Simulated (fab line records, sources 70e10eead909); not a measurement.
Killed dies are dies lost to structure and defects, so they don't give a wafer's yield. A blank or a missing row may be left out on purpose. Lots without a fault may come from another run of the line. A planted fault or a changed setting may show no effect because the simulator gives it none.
fab line records | flow nand_harc
record lots=12 wafers=36 last_day=33
route steps=1302 shown A_SLIT@939 A_SIN_REMOVE@947 A_WL_FILL@957
lots that met no fault: from a run of the same line without faults
start_h: hours from the record's first day to the start of the lot's first wafer shown | wait_h: hours since the lot's step before | " the same as in the row above | L1.1+2: a row that stands for several wafers | - no value, or no start given | * or withheld: withheld | < > ~ a bound
route shown NAME@n: a module of which the file shows steps, and the number in the route of the first | usual: mean/standard deviation of fault-free wafers | same: alike in all rows | chamber/n: place in a boat | sites: the reading at each site | _std_site: their standard deviation | _edge_site: outer sites' mean less inner sites' | radius_mm: how far each site lies from the wafer's centre | mask NAME#n: copy n | behind: the tool/chamber that last shaped the wafer | hold: why the lot was held/for how many hours/how that ended | device: the transistor (n, p or np) that didn't switch | end of line: the same wafers' tests at the end of the route | a step without rows: its recipe alone | killed: dies lost to structure and defects at the first sort, not the wafer's yield | map: a wafer's dies, x killed, . not, _ none there
set.NAME: the setting as run; set.NAME@STEP: as run at that earlier step | model.NAME: the simulator's own value behind a step, which no gauge read
steps of the route over a sample of lots; a table a step, a row a wafer
services: from which hour (start_h, from the record's first day; less than 0 if before it) a tool's chamber was out of use, for how many hours, and why
## steps
# step NHARC_A_SLIT_ETCH_17
# recipe bias_v=900 source_w=withheld pressure_mtorr=20 ar_flow_sccm=375 c4f8_flow_sccm=83.3 o2_flow_sccm=41.7 time_s=4254.5 target_depth_a=2.03e+05 chemistry=C4F8/O2/Ar
# usual drypump_motor_current_A=5.9/0.52 showerhead_plenum_p_Torr=3.69/0.16 throttle_valve_pct=32.045/0.0083
# columns lot.wafer tool chamber start_h wait_h drypump_motor_current_A rf_hours_counter_h showerhead_plenum_p_Torr throttle_valve_pct
L850.1 har_etch-01 0 463.65 - 6.5 248 3.54 32.056
L850.3 " 1 " " 5.3 - 3.65 32.041
L850.5 " 1 465.49 - 5.3 - 3.65 32.038
L853.2 har_etch-01 0 483.74 - 6.5 264 3.53 32.045
L853.1 " 1 " " 5.3 264 3.65 32.040
L853.5 " 0 486.16 - 6.5 - 3.53 32.046
L858.1 har_etch-01 1 541.05 - 5.3 286 3.63 32.049
L858.3 " 1 542.25 - 5.3 - 3.63 32.043
L858.6 " 0 " " 6.6 - 3.52 32.046
L856.2 har_etch-02 1 553.90 - 5.6 93 3.89 32.046
L856.4 " 0 555.71 - 6.2 - 3.89 32.039
L856.5 " 0 556.92 - 6.2 - 3.89 32.045
L864.2 har_etch-01 0 620.08 - 6.5 336 3.49 32.047
L864.4 " 0 621.29 - 6.5 - 3.49 32.038
L864.6 " 1 " " 5.3 - 3.61 32.052
L865.1 har_etch-02 0 620.10 - 6.2 139 3.86 32.049
L865.2 " 1 " " 5.6 139 3.86 32.043
L865.3 " 1 621.91 - 5.6 - 3.86 32.047
L867.1 har_etch-02 1 634.93 - 5.6 142 3.86 32.045
L867.2 " 0 " " 6.2 142 3.86 32.046
L867.4 " 0 636.72 - 6.2 - 3.86 32.038
L866.3 har_etch-01 1 636.91 - 5.3 - 3.60 32.037
L866.5 " 0 " " 6.5 - 3.49 32.038
L866.6 " 1 " " 5.3 - 3.60 32.047
L869.2 har_etch-02 1 662.56 - 5.6 161 3.85 32.058
L869.6 " 1 664.97 - 5.6 - 3.85 32.054
L869.5 " 0 " " 6.3 - 3.85 32.054
L870.2 har_etch-01 1 665.79 - 5.3 363 3.59 32.042
L870.1 " 0 " " 6.5 363 3.48 32.050
L870.6 " 1 668.25 - 5.3 - 3.59 32.053
L871.2 har_etch-01 1 678.49 - 5.3 371 3.59 32.044
L871.1 " 0 " " 6.5 371 3.48 32.042
L871.5 " 1 680.94 - 5.3 - 3.59 32.034
L872.1 har_etch-01 0 682.96 - 6.5 374 3.47 32.045
L872.3 " 1 " " 5.3 - 3.59 32.032
L872.4 " 0 " " 6.5 - 3.47 32.050
# step NHARC_A_SLIT_ETCH_29
# recipe target_depth_a=1000 overetch_a=100 time_s=55 ion_energy_ev=100 cf4_flow_sccm=80 o2_flow_sccm=20 ar_flow_sccm=0 rf_w=300 bias_w=100 chemistry=CF4/O2
# usual drypump_motor_current_A=6.0/0.35 oes_product_au=1.003/0.0094 rf_vpp_V=197.4/1.6 showerhead_plenum_p_Torr=1.31/0.065 throttle_valve_pct=13.398/0.009
# columns lot.wafer tool chamber start_h wait_h drypump_motor_current_A oes_product_au rf_hours_counter_h rf_vpp_V showerhead_plenum_p_Torr throttle_valve_pct
L850.3 rie_diel-06 1 467.60 0.1 5.7 1.000 9 196.3 1.25 13.397
L850.1 " 3 " " 5.5 1.003 8 196.1 1.26 13.392
L850.5 " 0 " " 5.9 1.017 - 196.2 1.26 13.401
L853.1 rie_diel-12 0 488.27 0.1 6.0 0.987 1 197.4 1.41 13.388
L853.2 " 1 " " 6.0 1.016 1 198.2 1.32 13.387
L853.5 " 3 " " 6.4 1.003 - 197.5 1.38 13.389
L858.3 rie_diel-01 0 544.93 0.1 5.8 1.000 9 196.4 1.27 13.379
L858.1 " 1 " " 6.7 1.005 10 195.6 1.25 13.400
L858.6 " 0 " " 5.7 1.009 - 195.1 1.27 13.403
L856.2 rie_diel-12 0 558.42 0.1 5.9 0.993 5 200.6 1.41 13.386
L856.4 " 1 " " 6.1 0.999 5 198.6 1.32 13.392
L856.5 " 3 " " 6.4 1.015 - 198.0 1.38 13.401
L864.4 rie_diel-01 2 623.99 0.1 5.8 1.010 3 195.2 1.24 13.380
L864.2 " 1 " " 6.7 1.003 3 195.7 1.25 13.395
L864.6 " 3 " " 5.7 1.000 - 200.1 1.41 13.408
L865.2 rie_diel-06 3 624.61 0.1 5.5 0.998 8 195.8 1.25 13.409
L865.1 " 0 " " 5.9 1.011 7 194.7 1.26 13.412
L865.3 " 2 " " 5.8 0.995 7 197.1 1.26 13.407
L867.2 rie_diel-06 1 639.41 0.1 5.7 0.997 7 195.6 1.24 13.400
L867.4 " 2 " " 5.8 1.006 8 196.5 1.26 13.405
L867.1 " 3 " " 5.5 1.008 9 197.4 1.25 13.390
L866.3 rie_diel-12 2 639.63 0.1 6.5 1.005 1 197.3 1.28 13.407
L866.6 " 2 " " 6.5 1.014 - 196.6 1.28 13.394
L866.5 " 3 " " 6.4 0.998 - 199.0 1.38 13.401
L869.2 rie_diel-01 0 667.06 0.1 5.7 1.026 5 197.0 1.27 13.400
L869.6 " 3 " " 5.6 1.007 - 199.6 1.41 13.413
L869.5 " 0 " " 5.8 1.021 - 194.6 1.27 13.400
L870.1 rie_diel-12 3 670.37 0.1 6.4 0.984 3 198.9 1.38 13.380
L870.2 " 1 " " 6.0 1.001 3 198.3 1.32 13.411
L870.6 " 3 " " 6.4 1.002 - 197.8 1.38 13.402
L871.2 rie_diel-06 1 683.06 0.1 5.7 0.996 0 195.6 1.24 13.408
L871.1 " 3 " " 5.4 0.995 0 195.9 1.25 13.410
L871.5 " 1 " " 5.7 0.998 - 195.7 1.24 13.401
L872.1 rie_diel-01 3 686.88 0.1 5.6 1.007 7 200.1 1.41 13.403
L872.3 " 0 " " 5.8 1.020 6 197.0 1.27 13.385
L872.4 " 1 " " 6.7 0.999 6 195.0 1.25 13.385
# step NHARC_A_SIN_REMOVE_WET_00
# recipe temp_c=160 time_s=15300 chemistry=H3PO4
# usual bath_guard_temp_C=160.3/0.33 bath_heat_duty_pct=25.5/2.2
# columns lot.wafer tool chamber start_h wait_h bath_guard_temp_C bath_heat_duty_pct
L850.1 wet_h3po4-01 1 470.71 2.6 160.3 23.6
L850.3 " 1 " " 160.2 24.0
L850.5 " 1 " " 160.6 25.2
L853.1 wet_h3po4-01 0 490.46 1.7 160.2 26.9
L853.2 " 0 " " 159.7 27.6
L853.5 " 0 " " 160.0 27.4
L858.1 wet_h3po4-01 1 547.13 1.7 - -
L858.3 " 1 " " - -
L858.6 " 1 " " - -
L856.2 wet_h3po4-02 0 560.61 1.7 - -
L856.4 " 0 " " - -
L856.5 " 0 " " - -
L864.2 wet_h3po4-02 0 626.19 1.7 160.2 29.2
L864.4 " 0 " " 160.2 29.3
L864.6 " 0 " " 160.2 27.5
L865.1 wet_h3po4-02 1 626.19 1.0 160.6 23.3
L865.2 " 1 " " 160.1 24.2
L865.3 " 1 " " 160.5 23.3
L866.3 wet_h3po4-01 0 641.60 1.4 159.9 27.0
L866.5 " 0 " " 160.0 24.8
L866.6 " 0 " " 159.8 28.1
L867.1 wet_h3po4-01 1 641.60 1.7 160.2 23.9
L867.2 " 1 " " 160.2 25.9
L867.4 " 1 " " 160.3 24.3
L869.2 wet_h3po4-02 0 669.26 1.7 160.4 28.7
L869.5 " 0 " " 160.2 29.9
L869.6 " 0 " " 160.2 29.1
L870.1 wet_h3po4-01 0 672.79 1.9 159.7 28.4
L870.2 " 0 " " 160.1 26.7
L870.6 " 0 " " 159.6 27.0
L871.1 wet_h3po4-01 1 685.26 1.7 160.5 25.6
L871.2 " 1 " " 160.4 24.3
L871.5 " 1 " " 160.3 26.3
L872.1 wet_h3po4-02 1 689.08 1.7 160.7 23.9
L872.3 " 1 " " 160.5 23.5
L872.4 " 1 " " 160.3 23.2
# step NHARC_A_WL_FILL_ETCHBACK_04
# recipe target_depth_a=600 time_s=120 chemistry=NF3
# usual drypump_motor_current_A=5.67/0.3 oes_product_au=1.001/0.009
# columns lot.wafer tool chamber start_h wait_h drypump_motor_current_A oes_product_au rf_hours_counter_h
L850.1 rie_metal-02 1 477.06 0.3 5.74 1.001 0.2
L850.3 " 1 " " 5.74 0.993 -
L850.5 " 1 " " 5.77 0.994 -
L853.1 rie_metal-02 1 498.28 0.3 5.74 0.993 0.5
L853.2 " 0 " " 5.10 1.001 0.5
L853.5 " 1 " " 5.75 0.995 -
L858.1 rie_metal-02 0 553.42 0.3 5.05 0.997 1.4
L858.3 " 0 " " 5.07 1.003 -
L858.6 " 1 " " 5.75 0.994 -
L856.2 rie_metal-01 1 566.95 0.3 5.77 1.013 2.1
L856.4 " 0 " " 6.03 1.009 -
L856.5 " 0 " " 6.03 1.008 -
L865.2 rie_metal-03 0 632.56 0.3 5.62 1.004 1.9
L865.1 " 1 " " 5.78 1.004 1.9
L865.3 " 0 " " 5.64 1.000 -
L864.2 rie_metal-01 0 632.66 0.3 6.07 1.001 0.6
L864.4 " 0 " " 6.08 1.006 -
L864.6 " 1 " " 5.78 0.993 -
L867.1 rie_metal-02 1 647.87 0.3 5.73 0.997 0.1
L867.2 " 0 " " 5.08 0.991 0.1
L867.4 " 0 " " 5.09 0.993 -
L866.3 rie_metal-01 1 648.25 0.3 5.75 1.005 -
L866.6 " 1 " " 5.75 1.005 -
L866.5 " 0 " " 6.04 1.006 -
L869.2 rie_metal-01 0 675.75 0.4 6.04 1.011 1.4
L869.6 " 1 " " 5.76 0.998 -
L869.5 " 0 " " 6.07 0.995 -
L870.2 rie_metal-03 0 679.15 0.3 5.64 1.017 2.9
L870.1 " 1 " " 5.77 0.983 2.9
L870.6 " 0 " " 5.61 1.009 -
L871.2 rie_metal-01 0 691.51 0.3 6.03 1.011 1.8
L871.1 " 1 " " 5.76 0.996 2.2
L871.5 " 0 " " 6.03 1.010 -
L872.1 rie_metal-03 0 695.43 0.4 5.66 1.019 3.2
L872.4 " 1 " " 5.81 0.989 -
L872.3 " 0 " " 5.65 1.009 -
## services
# columns tool chamber start_h hours kind
rie_diel-12 - 445.42 9.0 pm
rie_diel-01 2 447.13 10.1 repair
rie_diel-01 0 452.47 1.8 repair
rie_metal-02 - 454.00 9.0 pm
wet_h3po4-02 - 457.42 8.0 pm
rie_diel-06 - 473.57 0.4 repair
rie_diel-06 2 475.67 1.4 repair
rie_diel-12 1 481.06 1.9 repair
rie_diel-06 - 484.20 9.0 pm
rie_metal-01 1 485.28 32.6 repair
rie_diel-12 2 494.14 8.8 repair
wet_h3po4-01 - 512.30 8.0 pm
rie_diel-01 2 512.42 2.9 repair
har_etch-02 - 530.49 5.4 repair
rie_diel-01 3 546.56 7.7 repair
rie_diel-01 - 557.80 9.0 pm
rie_metal-01 - 575.00 9.0 pm
rie_diel-01 1 583.54 3.8 repair
rie_diel-01 3 585.25 16.4 repair
rie_diel-12 - 604.73 0.3 repair
rie_diel-12 0 620.36 12.2 repair
wet_h3po4-02 - 633.42 8.0 pm
rie_metal-01 0 651.95 10.5 repair
wet_h3po4-01 - 689.90 8.0 pm
## key
first_sign step=NHARC_A_SIN_REMOVE_WET_00 reading=tool_record direction=missing
effect none on later readings
met_at NHARC_A_SIN_REMOVE_WET_00
struck_lots L856,L858
tester_left_out L856,L858
not_acting_at NHARC_A_SLIT_ETCH_17,NHARC_A_SLIT_ETCH_29,NHARC_A_WL_FILL_ETCHBACK_04
onset_between 490.46 547.13
fault kind=skipped_step_whole tool=wet_h3po4-01,wet_h3po4-02 chamber=- onset_h=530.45 steps=NHARC_A_SIN_REMOVE_WET_00 scope=struck_lots_only
# tester_left_out: of these lots the tester's yield and bins aren't shown, on N5 and GAA mostly nor the transistor test; their killed dies are dies lost to structure and defects alone, not to doping, threshold or leakage, so they don't give the yield
